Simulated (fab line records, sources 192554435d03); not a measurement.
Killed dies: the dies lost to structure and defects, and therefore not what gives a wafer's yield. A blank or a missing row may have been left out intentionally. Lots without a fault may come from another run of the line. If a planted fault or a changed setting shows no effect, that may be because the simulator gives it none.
Chamber matching :: flow n5_finfet :: rie_diel-05 running N5_BEOL_M7_ETCH_65: 4 sister chambers
The step etches SiARC in CF4, target depth 15.6 nm, time 26 s. 16 wafers are shown with their chamber, then 8 later ones without.

## EACH WAFER AND ITS CHAMBER
wafer: L075.3
chamber: 1
showerhead_plenum_p_Torr (Torr): 2.22
oes_product_au (a.u.): 0.64
drypump_motor_current_A (A): 5.78

wafer: L075.4
chamber: 2
showerhead_plenum_p_Torr (Torr): 2.14
oes_product_au (a.u.): 0.59
drypump_motor_current_A (A): 5.32

wafer: L075.6
chamber: 0
showerhead_plenum_p_Torr (Torr): 2.19
oes_product_au (a.u.): 0.80
drypump_motor_current_A (A): 5.51

wafer: L076.1
chamber: 3
showerhead_plenum_p_Torr (Torr): 2.18
oes_product_au (a.u.): 0.68
drypump_motor_current_A (A): 5.97

wafer: L076.2
chamber: 0
showerhead_plenum_p_Torr (Torr): 2.19
oes_product_au (a.u.): 0.80
drypump_motor_current_A (A): 5.51

wafer: L076.6
chamber: 0
showerhead_plenum_p_Torr (Torr): 2.18
oes_product_au (a.u.): 0.80
drypump_motor_current_A (A): 5.51

wafer: L077.3
chamber: 2
showerhead_plenum_p_Torr (Torr): 2.14
oes_product_au (a.u.): 0.58
drypump_motor_current_A (A): 5.33

wafer: L077.4
chamber: 0
showerhead_plenum_p_Torr (Torr): 2.18
oes_product_au (a.u.): 0.78
drypump_motor_current_A (A): 5.49

wafer: L077.5
chamber: 0
showerhead_plenum_p_Torr (Torr): 2.18
oes_product_au (a.u.): 0.79
drypump_motor_current_A (A): 5.50

wafer: L078.1
chamber: 3
showerhead_plenum_p_Torr (Torr): 2.18
oes_product_au (a.u.): 0.68
drypump_motor_current_A (A): 5.93

wafer: L078.2
chamber: 2
showerhead_plenum_p_Torr (Torr): 2.14
oes_product_au (a.u.): 0.59
drypump_motor_current_A (A): 5.33

wafer: L078.4
chamber: 1
showerhead_plenum_p_Torr (Torr): 2.22
oes_product_au (a.u.): 0.65
drypump_motor_current_A (A): 5.72

wafer: L081.1
chamber: 0
showerhead_plenum_p_Torr (Torr): 2.18
oes_product_au (a.u.): 0.79
drypump_motor_current_A (A): 5.52

wafer: L081.4
chamber: 2
showerhead_plenum_p_Torr (Torr): 2.14
oes_product_au (a.u.): 0.59
drypump_motor_current_A (A): 5.31

wafer: L081.6
chamber: 1
showerhead_plenum_p_Torr (Torr): 2.22
oes_product_au (a.u.): 0.64
drypump_motor_current_A (A): 5.76

wafer: L085.3
chamber: 1
showerhead_plenum_p_Torr (Torr): 2.22
oes_product_au (a.u.): 0.64
drypump_motor_current_A (A): 5.77

SIGNATURES (means of the wafers above)
reading: showerhead_plenum_p_Torr
chamber 0: 2.1833
chamber 1: 2.2200
chamber 2: 2.1400
chamber 3: 2.1800
scatter within a chamber: 0.00333

reading: oes_product_au
chamber 0: 0.7933
chamber 1: 0.6425
chamber 2: 0.5875
chamber 3: 0.6800
scatter within a chamber: 0.00635

reading: drypump_motor_current_A
chamber 0: 5.5067
chamber 1: 5.7575
chamber 2: 5.3225
chamber 3: 5.9500
scatter within a chamber: 0.0175
Rule: a wafer lies at a distance from a chamber equal to the root of the sum of squares, over the readings, of (its reading less the chamber's mean, divided by the reading's scatter). The wafer belongs to the nearest chamber; if the next one is less than 2 further off, it can't be placed. How the scatter is found: for the shown wafers, subtract from each reading the mean of its chamber, square and add these, divide the total by (wafers less chambers), then take the root.

## WAFERS MISSING THEIR CHAMBER
wafer: L085.4
showerhead_plenum_p_Torr (Torr): 2.14
oes_product_au (a.u.): 0.58
drypump_motor_current_A (A): 5.33

wafer: L085.5
showerhead_plenum_p_Torr (Torr): 2.18
oes_product_au (a.u.): 0.66
drypump_motor_current_A (A): 5.97

wafer: L088.1
showerhead_plenum_p_Torr (Torr): 2.14
oes_product_au (a.u.): 0.59
drypump_motor_current_A (A): 5.32

wafer: L088.3
showerhead_plenum_p_Torr (Torr): 2.22
oes_product_au (a.u.): 0.63
drypump_motor_current_A (A): 5.77

wafer: L088.4
showerhead_plenum_p_Torr (Torr): 2.18
oes_product_au (a.u.): 0.67
drypump_motor_current_A (A): 5.96

wafer: L090.1
showerhead_plenum_p_Torr (Torr): 2.18
oes_product_au (a.u.): 0.77
drypump_motor_current_A (A): 5.52

wafer: L090.2
showerhead_plenum_p_Torr (Torr): 2.18
oes_product_au (a.u.): 0.66
drypump_motor_current_A (A): 5.96

wafer: L090.4
showerhead_plenum_p_Torr (Torr): 2.22
oes_product_au (a.u.): 0.63
drypump_motor_current_A (A): 5.75

## CHAMBER TAKEN BY EACH
wafer: L085.4
from the rows above: 2
in truth: 2

wafer: L085.5
from the rows above: 3
in truth: 3

wafer: L088.1
from the rows above: 2
in truth: 2

wafer: L088.3
from the rows above: 1
in truth: 1

wafer: L088.4
from the rows above: 3
in truth: 3

wafer: L090.1
from the rows above: 0
in truth: 0

wafer: L090.2
from the rows above: 3
in truth: 3

wafer: L090.4
from the rows above: 1
in truth: 1
Correct placement for 8 of the 8. Can't be placed from these rows: 0. Number placed wrongly: 0.
